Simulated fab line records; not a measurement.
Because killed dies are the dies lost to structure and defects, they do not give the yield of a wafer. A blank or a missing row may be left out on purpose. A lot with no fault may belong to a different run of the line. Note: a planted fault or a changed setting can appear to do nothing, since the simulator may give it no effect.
fab line records ; flow nand_harc
[record] lots = 13; wafers = 39; last_day = 26
route steps=1159 shown P_STI@96 P_GATE@144 END@1159
lots with no fault: from the same line, run without faults
start_h: hours from the record's opening day to when the first of the lot's shown wafers began ; wait_h: hours elapsed since this lot's preceding step ; " identical to the entry in the row above ; L1.1+2: several wafers, shown together as one row ; - value missing, or start not given ; * or withheld: withheld ; < > ~ a bound
route shown NAME@n: a module of which the file shows steps, and the number in the route of the first ; usual: mean/standard deviation taken from wafers without a fault ; same: alike in all rows ; chamber/n: place in a boat ; sites: the reading at each site ; _std_site: how widely they spread, as a standard deviation ; _edge_site: mean of outer sites minus mean of inner sites ; radius_mm: for every site, how far away it sits from the centre of the wafer ; mask NAME#n: copy n ; behind: the last tool/chamber to shape the wafer ; hold: why the lot went on hold/how many hours it stayed there/how the hold came to an end ; device: transistor that didn't switch, given as n, p or np ; end of line: tests of these same wafers at the route's end ; for a step that has no rows: nothing shown but its recipe ; killed: at the first sort, the dies lost to defects and structure; wafer yield is something else ; map: per-die view of a wafer (x killed, . not killed, _ where there is no die)
set.NAME: setting as actually run; set.NAME@STEP: the setting as run at that earlier step ; model.NAME: the simulator's own value behind a step, which no gauge read
the route's steps for a sample of lots (tables are steps, rows are wafers)
services: the hour from which a tool's chamber was out of use, counted from the record's first day as start_h (under 0 if before that day), plus the number of hours and why
[[steps]]
[step NHARC_P_STI_OCD_MEAS_43]
[usual] trench_depth_nm = 297/3.8; trench_foot_cd_nm = 157.9/2.2
lot.wafer;tool;chamber;start_h;wait_h;trench_depth_nm;trench_foot_cd_nm
L790.3;ocd-01;-;36.23;-;298;152.4
L790.4;ocd-01;-;36.23;-;296;157.2
L790.5;ocd-01;-;36.23;-;291;158.0
L791.1;ocd-01;-;43.33;-;296;158.9
L791.3;ocd-01;-;43.33;-;299;160.4
L791.6;ocd-01;-;43.33;-;294;158.1
L792.1;ocd-01;-;50.53;-;295;158.0
L792.2;ocd-01;-;50.53;-;292;158.2
L792.5;ocd-01;-;50.53;-;296;158.1
L795.1;ocd-02;-;66.17;-;299;158.6
L795.2;ocd-02;-;66.17;-;298;160.8
L795.6;ocd-02;-;66.17;-;302;157.8
L796.1;ocd-02;-;75.25;-;301;153.9
L796.4;ocd-02;-;75.25;-;291;158.7
L796.5;ocd-02;-;75.25;-;291;161.2
L797.2;ocd-01;-;75.35;-;301;154.4
L797.3;ocd-01;-;75.35;-;295;159.4
L797.4;ocd-01;-;75.35;-;295;158.6
L801.3;ocd-02;-;98.79;-;295;156.4
L801.4;ocd-02;-;98.79;-;293;155.2
L801.5;ocd-02;-;98.79;-;294;158.5
L803.2;ocd-02;-;114.76;-;293;156.7
L803.3;ocd-02;-;114.76;-;291;156.6
L803.5;ocd-02;-;114.76;-;298;154.6
L808.2;ocd-01;-;142.55;-;297;158.6
L808.4;ocd-01;-;142.55;-;299;154.7
L808.5;ocd-01;-;142.55;-;298;157.5
L806.1;ocd-02;-;142.67;-;298;158.1
L806.2;ocd-02;-;142.67;-;297;155.7
L806.5;ocd-02;-;142.67;-;302;154.1
L809.3;ocd-02;-;158.06;-;306;157.1
L809.4;ocd-02;-;158.06;-;298;160.9
L809.6;ocd-02;-;158.06;-;296;156.3
L812.1;ocd-01;-;165.45;-;298;157.4
L812.2;ocd-01;-;165.45;-;296;160.4
L812.4;ocd-01;-;165.45;-;296;158.3
L813.2;ocd-01;-;177.94;-;298;158.3
L813.3;ocd-01;-;177.94;-;301;160.4
L813.5;ocd-01;-;177.94;-;295;162.7
[step NHARC_P_GATE_DESCUM_31]
[recipe] time_s = 3; o2_flow_sccm = 200; ar_flow_sccm = 0; bias_power_w = 0; chemistry = O2
[usual] drypump_motor_current_A = 5.6/0.48; oes_product_au = 1.005/0.0097; rf_vpp_V = 57.6/0.86; showerhead_plenum_p_Torr = 1.89/0.09; throttle_valve_pct = 11.312/0.0092
[same] time_s = 3
lot.wafer;tool;chamber;start_h;wait_h;drypump_motor_current_A;oes_product_au;rf_hours_counter_h;rf_vpp_V;showerhead_plenum_p_Torr;throttle_valve_pct
L790.4;rie_diel-13;2;87.13;0.1;6.2;1.015;22;56.4;1.78;11.303
L790.3;rie_diel-13;3;87.13;0.1;5.6;1.016;28;57.5;2.01;11.302
L790.5;rie_diel-13;3;87.13;0.1;5.6;1.000;-;58.0;2.01;11.310
L791.1;rie_diel-08;1;97.83;0.1;5.4;1.008;52;57.7;1.99;11.316
L791.3;rie_diel-08;2;97.83;0.1;4.8;1.004;50;57.9;2.04;11.306
L791.6;rie_diel-08;1;97.83;0.1;5.4;0.999;-;57.3;1.99;11.313
L792.2;rie_diel-08;3;106.63;0.2;5.1;0.996;51;56.5;1.86;11.322
L792.1;rie_diel-08;2;106.63;0.2;4.9;0.998;52;60.3;2.04;11.334
L792.5;rie_diel-08;0;106.63;0.2;5.7;0.999;-;56.9;1.78;11.304
L795.2;rie_diel-13;0;119.25;0.1;5.1;1.003;2;57.3;1.83;11.320
L795.1;rie_diel-13;1;119.25;0.1;6.0;1.005;2;57.1;1.95;11.328
L795.6;rie_diel-13;2;119.25;0.1;6.2;1.020;-;57.3;1.78;11.318
L796.4;rie_diel-13;2;137.43;0.1;6.2;1.020;6;57.8;1.78;11.285
L796.1;rie_diel-13;3;137.43;0.1;5.6;1.005;6;58.0;2.00;11.315
L796.5;rie_diel-13;2;137.43;0.1;6.2;1.027;-;55.9;1.78;11.319
L797.3;rie_diel-08;1;137.57;0.1;5.4;0.998;1;58.3;1.99;11.323
L797.2;rie_diel-08;3;137.57;0.1;5.1;0.996;2;57.5;1.86;11.324
L797.4;rie_diel-08;0;137.57;0.1;5.7;1.022;1;56.6;1.78;11.328
L801.4;rie_diel-13;0;182.19;0.1;5.1;1.007;12;56.0;1.82;11.299
L801.3;rie_diel-13;1;182.19;0.1;6.1;1.011;12;57.0;1.95;11.303
L801.5;rie_diel-13;3;182.19;0.1;5.6;1.013;-;58.4;2.00;11.298
L803.3;rie_diel-13;2;182.93;0.1;6.2;1.021;12;56.8;1.78;11.306
L803.2;rie_diel-13;1;182.93;0.1;6.0;1.009;12;58.3;1.95;11.319
L803.5;rie_diel-13;3;182.93;0.1;5.6;1.007;-;58.2;2.00;11.322
L808.2;rie_diel-13;2;196.29;0.5;6.2;1.011;14;56.4;1.77;11.306
L808.4;rie_diel-13;0;196.29;0.5;5.1;1.004;14;57.8;1.82;11.306
L808.5;rie_diel-13;1;196.29;0.5;6.0;1.003;-;58.2;1.95;11.306
L806.1;rie_diel-13;3;196.40;0.4;5.6;1.007;14;58.1;2.00;11.326
L806.2;rie_diel-13;1;196.40;0.4;6.0;0.994;14;57.0;1.95;11.315
L806.5;rie_diel-13;2;196.40;0.4;6.2;1.025;-;58.7;1.78;11.314
L809.3;rie_diel-08;3;209.76;0.1;5.1;0.988;27;59.1;1.85;11.301
L809.6;rie_diel-08;2;209.76;0.1;4.8;0.999;-;57.8;2.03;11.315
L809.4;rie_diel-08;3;209.76;0.1;5.1;0.997;-;57.3;1.85;11.321
L812.1;rie_diel-11;3;215.35;0.1;4.8;0.977;4;56.8;1.82;11.320
L812.2;rie_diel-11;0;215.35;0.1;5.9;1.000;4;56.9;1.80;11.323
L812.4;rie_diel-11;2;215.35;0.1;6.0;1.000;4;56.9;1.90;11.299
L813.3;rie_diel-13;1;226.41;0.1;6.1;1.001;18;57.7;1.94;11.310
L813.2;rie_diel-13;2;226.41;0.1;6.2;1.018;18;57.1;1.77;11.334
L813.5;rie_diel-13;3;226.41;0.1;5.6;0.996;-;58.3;2.00;11.314
[step NHARC_P_GATE_ETCH_32]
[recipe] target_depth_a = 1500; over_etch_frac = 1; over_etch_ion_energy_ev = 40; time_s = 100.1; hbr_flow_sccm = 150; cl2_flow_sccm = 50; rf_w = 400; icp_w = 400; bias_w = 100; chemistry = HBr/Cl2
[usual] drypump_motor_current_A = 5.4/0.41; mfc_cl2_sccm = 50.02/0.17; oes_product_au = 1.000/0.011; throttle_valve_pct = 26.406/0.0094
[same] time_s = 100.1
lot.wafer;tool;chamber;start_h;wait_h;drypump_motor_current_A;mfc_cl2_sccm;oes_product_au;rf_hours_counter_h;throttle_valve_pct
L790.4;rie_si-02;3;87.74;-;4.7;50.12;0.995;0.3;26.415
L790.3;rie_si-02;1;87.74;-;6.1;50.31;1.023;0.3;26.420
L790.5;rie_si-02;3;87.74;-;4.7;50.14;1.000;-;26.403
L791.3;rie_si-04;1;98.40;-;5.3;49.90;0.999;1.1;26.409
L791.1;rie_si-04;3;98.40;-;5.6;50.22;0.997;1.0;26.398
L791.6;rie_si-04;2;98.40;-;5.4;49.95;0.999;-;26.409
L792.1;rie_si-01;0;107.44;-;5.3;49.84;0.987;1.0;26.416
L792.2;rie_si-01;1;107.44;-;5.3;49.98;1.002;1.3;26.418
L792.5;rie_si-01;0;107.44;-;5.4;49.95;0.988;-;26.414
L795.2;rie_si-02;3;119.69;-;4.7;50.01;0.999;0.8;26.415
L795.1;rie_si-02;2;119.69;-;5.3;49.82;0.994;0.8;26.410
L795.6;rie_si-02;3;119.69;-;4.7;49.99;0.998;-;26.412
L797.3;rie_si-01;2;138.03;-;5.3;50.06;1.014;0.0;26.403
L797.2;rie_si-01;0;138.03;-;5.4;50.25;1.011;0.0;26.391
L797.4;rie_si-01;1;138.03;-;5.3;50.07;1.003;0.0;26.407
L796.1;rie_si-04;1;138.09;-;5.3;50.06;1.000;0.4;26.396
L796.4;rie_si-04;1;138.09;-;5.3;50.10;0.993;-;26.418
L796.5;rie_si-04;0;138.09;-;4.6;50.06;0.980;-;26.413
L801.4;rie_si-04;2;182.64;-;5.4;50.20;0.990;0.6;26.405
L801.3;rie_si-04;3;182.64;-;5.5;49.98;0.984;0.9;26.406
L801.5;rie_si-04;2;182.64;-;5.4;49.96;0.990;-;26.405
L803.3;rie_si-04;0;183.50;-;4.6;24.95;0.991;0.9;24.898
L803.2;rie_si-04;1;183.50;-;5.3;25.14;1.006;0.9;24.881
L803.5;rie_si-04;3;183.50;-;5.6;24.96;1.005;-;24.899
L808.4;rie_si-01;3;197.30;-;5.7;49.99;1.011;0.5;26.411
L808.2;rie_si-01;0;197.30;-;5.3;49.54;1.009;0.5;26.420
L808.5;rie_si-01;1;197.30;-;5.3;50.09;1.008;-;26.424
L806.2;rie_si-04;3;197.31;-;5.6;24.98;0.993;1.1;24.902
L806.1;rie_si-04;0;197.31;-;4.6;24.92;0.980;1.1;24.917
L806.5;rie_si-04;0;197.31;-;4.6;24.81;0.981;-;24.907
L809.4;rie_si-02;3;210.43;-;4.7;50.21;1.000;1.6;26.404
L809.3;rie_si-02;1;210.43;-;6.1;50.01;1.015;1.8;26.422
L809.6;rie_si-02;0;210.43;-;6.1;49.81;0.985;-;26.408
L812.1;rie_si-01;2;216.10;-;5.4;49.96;1.010;0.8;26.406
L812.2;rie_si-01;3;216.10;-;5.7;49.60;0.996;0.7;26.392
L812.4;rie_si-01;1;216.10;-;5.3;49.74;1.005;0.8;26.387
L813.3;rie_si-02;2;226.86;-;5.3;50.07;0.996;0.0;26.417
L813.2;rie_si-02;3;226.86;-;4.7;50.02;0.995;0.0;26.404
L813.5;rie_si-02;3;226.86;-;4.7;50.08;1.006;-;26.408
[step NHARC_P_GATE_ALD_36]
[recipe] target_thk_a = 200; pulse_time_s = 60; ald_cycles = 223; temp_c = 400; material = SiNx
[usual] heater_power_w = 833/67; precursor_pulse_height_rel = 1.000/0.021
lot.wafer;tool;chamber;start_h;wait_h;heater_power_w;precursor_pulse_height_rel
L790.3;ald_sin-04;0;89.61;-;737;1.014
L790.4;ald_sin-04;1;90.64;-;928;1.017
L790.5;ald_sin-04;0;93.76;-;742;1.021
L791.3;ald_sin-03;3;100.25;-;790;0.972
L791.1;ald_sin-03;0;101.29;-;950;1.042
L791.6;ald_sin-03;2;103.38;-;776;0.985
L792.2;ald_sin-04;3;108.69;-;748;0.981
L792.1;ald_sin-04;2;111.54;-;879;1.005
L792.5;ald_sin-04;1;114.38;-;888;0.992
L795.2;ald_sin-01;3;120.49;-;838;1.026
L795.1;ald_sin-01;2;123.69;-;759;1.021
L795.6;ald_sin-01;3;124.76;-;826;0.991
L797.3;ald_sin-01;1;138.82;-;767;0.999
L797.4;ald_sin-01;2;139.87;-;759;0.964
L797.2;ald_sin-01;3;140.91;-;827;0.969
L796.1;ald_sin-03;0;138.92;-;918;1.007
L796.5;ald_sin-03;0;143.14;-;923;0.988
L796.4;ald_sin-03;1;144.55;-;863;0.988
L801.3;ald_sin-01;0;186.26;-;893;0.980
L801.4;ald_sin-01;3;189.08;-;858;0.992
L801.5;ald_sin-01;0;190.49;-;920;1.004
L803.2;ald_sin-04;3;191.03;-;748;1.001
L803.3;ald_sin-04;0;192.09;-;750;1.003
L803.5;ald_sin-04;2;194.21;-;867;0.988
L808.2;ald_sin-01;3;205.94;-;839;1.021
L808.4;ald_sin-01;0;206.99;-;915;1.022
L808.5;ald_sin-01;1;208.04;-;784;1.017
L806.2;ald_sin-04;3;206.33;-;732;1.028
L806.1;ald_sin-04;0;207.40;-;796;1.001
L806.5;ald_sin-04;0;211.67;-;809;1.015
L809.4;ald_sin-01;0;213.34;-;900;1.011
L809.3;ald_sin-01;1;214.41;-;790;1.043
L809.6;ald_sin-01;2;215.47;-;771;1.004
L812.2;ald_sin-03;0;218.56;-;906;0.967
L812.4;ald_sin-03;1;219.63;-;904;0.996
L812.1;ald_sin-03;2;220.70;-;777;1.003
L813.2;ald_sin-01;2;227.65;-;757;1.017
L813.3;ald_sin-01;0;229.74;-;935;0.989
L813.5;ald_sin-01;3;232.88;-;837;0.998
[step NHARC_END_SORT_01]
[recipe] temp_c = 25
[usual] killed_at_array = 27/12; killed_at_other = 0.5/0.9; killed_at_periphery = 3.7/2.7; killed_dies = 31/12; killed_open = 3.3/2; killed_short = 2.0/1.4
[same] gross_dies = 677
lot.wafer;tool;chamber;start_h;wait_h;killed_at_array;killed_at_other;killed_at_periphery;killed_dies;killed_open;killed_short
L796.1;prober-02;0;503.62;2.5;23;1;13;37;3;2
L796.4;prober-02;0;506.04;3.4;27;0;6;33;1;4
L796.5;prober-02;0;506.84;3.7;26;0;9;35;3;4
L803.2;prober-01;0;571.66;2.8;38;0;7;45;6;3
L803.3;prober-01;0;572.45;3.1;30;0;4;34;1;2
L803.5;prober-01;0;574.02;3.6;39;0;1;40;2;0
L806.1;prober-02;0;594.12;2.5;37;0;4;41;5;0
L806.2;prober-02;0;594.93;2.8;32;0;3;35;2;1
L806.5;prober-02;0;597.37;3.8;25;0;3;28;1;0
// killed by level:class
L796.1 A_CHANNEL_HOLE_D1:chamber_film_flake=14 P_ZERO_WELL:chamber_film_flake=6 P_STI:chamber_film_flake=5 A_STAIRCASE:chamber_film_flake=2 A_SLIT:geometric_particle:open=1 A_WL_FILL:geometric_particle:short=1 A_CONTACT:geometric_particle:short=1 A_M0:geometric_particle:open=1
L796.4 A_CHANNEL_HOLE_D1:chamber_film_flake=15 A_STAIRCASE:chamber_film_flake=4 P_ZERO_WELL:chamber_film_flake=3 A_CONTACT:chamber_film_flake=2 P_GATE:geometric_particle:short=1 P_M0:geometric_particle:open=1 A_SOURCE_PLATE:geometric_particle:short=1 A_CHANNEL_FILL_D1:geometric_particle:short=1
L796.5 A_CHANNEL_HOLE_D1:chamber_film_flake=14 P_ZERO_WELL:chamber_film_flake=3 P_STI:chamber_film_flake=3 A_ONON_D1:geometric_particle:short=2 P_CONTACT:chamber_film_flake=2 A_STAIRCASE:chamber_film_flake=2 A_WL_FILL:chamber_film_flake=2 P_M0:geometric_particle:short=1
L803.2 A_CHANNEL_HOLE_D1:chamber_film_flake=17 P_M1:chamber_film_flake=5 A_M0:chamber_film_flake=4 A_CONTACT:chamber_film_flake=3 A_BLC:chamber_film_flake=3 A_CHANNEL_FILL_D1:geometric_particle:short=2 A_CONTACT:geometric_particle:open=2 P_M2:geometric_particle:open=1
L803.3 A_CHANNEL_HOLE_D1:chamber_film_flake=23 P_M1:chamber_film_flake=3 A_M0:chamber_film_flake=2 P_GATE:geometric_particle:short=1 A_ONON_D1:geometric_particle:short=1 A_BLC:geometric_particle:open=1 A_ZERO_WELL:chamber_film_flake=1 A_STAIRCASE:chamber_film_flake=1
L803.5 A_CHANNEL_HOLE_D1:chamber_film_flake=23 A_M0:chamber_film_flake=7 A_CONTACT:chamber_film_flake=5 P_GATE:geometric_particle:open=1 A_BLC:geometric_particle:open=1 A_ZERO_WELL:chamber_film_flake=1 A_STAIRCASE:chamber_film_flake=1 A_BLC:chamber_film_flake=1
L806.1 A_CHANNEL_HOLE_D1:chamber_film_flake=25 P_M1:chamber_film_flake=4 A_WL_FILL:chamber_film_flake=3 A_M0:geometric_particle:open=2 A_CONTACT:chamber_film_flake=2 A_CHANNEL_FILL_D1:geometric_particle:open=1 A_CONTACT:geometric_particle:open=1 A_M1:geometric_particle:open=1
L806.2 A_CHANNEL_HOLE_D1:chamber_film_flake=25 P_M1:chamber_film_flake=3 A_CONTACT:chamber_film_flake=2 A_CONTACT:geometric_particle:open=1 A_M0:geometric_particle:open=1 A_M1:geometric_particle:short=1 A_STAIRCASE:chamber_film_flake=1 A_SLIT:chamber_film_flake=1
L806.5 A_CHANNEL_HOLE_D1:chamber_film_flake=21 P_M1:chamber_film_flake=2 A_CONTACT:geometric_particle:open=1 P_GATE:chamber_film_flake=1 A_STAIRCASE:chamber_film_flake=1 A_WL_FILL:chamber_film_flake=1 A_CONTACT:chamber_film_flake=1
[[services]]
tool;chamber;start_h;hours;kind
ald_sin-03;3;64.42;3.3;repair
rie_diel-08;2;64.69;5.1;repair
rie_si-04;3;71.88;1.9;repair
rie_si-01;1;77.15;1.7;repair
rie_si-01;0;84.67;9.8;repair
ald_sin-01;3;93.34;8.0;repair
rie_si-04;-;99.00;9.0;pm
rie_diel-13;-;99.06;9.0;pm
ald_sin-04;0;101.81;11.2;repair
ald_sin-04;0;116.94;13.4;repair
ald_sin-03;3;117.51;4.5;repair
rie_diel-08;-;124.80;9.0;pm
rie_si-01;-;127.00;9.0;pm
ald_sin-01;1;130.08;4.4;repair
rie_si-04;2;134.61;17.2;repair
ald_sin-03;3;135.26;11.1;repair
rie_diel-08;2;146.82;5.8;repair
rie_diel-08;3;149.11;11.9;repair
ald_sin-01;1;171.15;16.4;repair
rie_si-01;-;174.47;0.4;repair
rie_diel-08;0;199.78;14.0;repair
rie_si-01;3;199.82;1.2;repair
rie_si-02;-;211.00;9.0;pm
rie_diel-13;0;220.03;3.6;repair
[[key]]
[first_sign] step = NHARC_P_GATE_ETCH_32; reading = throttle_valve_pct; direction = down; sigmas = 99+; usual = 26.406; struck = 24.901
[effect] step = NHARC_P_GATE_ETCH_32; reading = mfc_cl2_sccm; direction = down; sigmas = 99+; usual = 50.02; struck = 24.96
met_at NHARC_P_GATE_ETCH_32
struck_lots L803,L806
tester_left_out L803,L806
not_acting_at NHARC_P_STI_OCD_MEAS_43,NHARC_P_GATE_DESCUM_31,NHARC_P_GATE_ALD_36
onset_between 182.64 183.50
[fault] kind = process_parameter_drift; tool = rie_si-04; chamber = -; onset_h = 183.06; steps = NHARC_P_GATE_ETCH_32; channel = cl2_flow_sccm; offset = *; shape = step; end_h = 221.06; acts_in = *; stated = *
// tester_left_out: of these lots the tester's yield and bins aren't shown, on N5 and GAA mostly nor the transistor test; their killed dies are dies lost to structure and defects alone, not to doping, threshold or leakage, so they don't give the yield
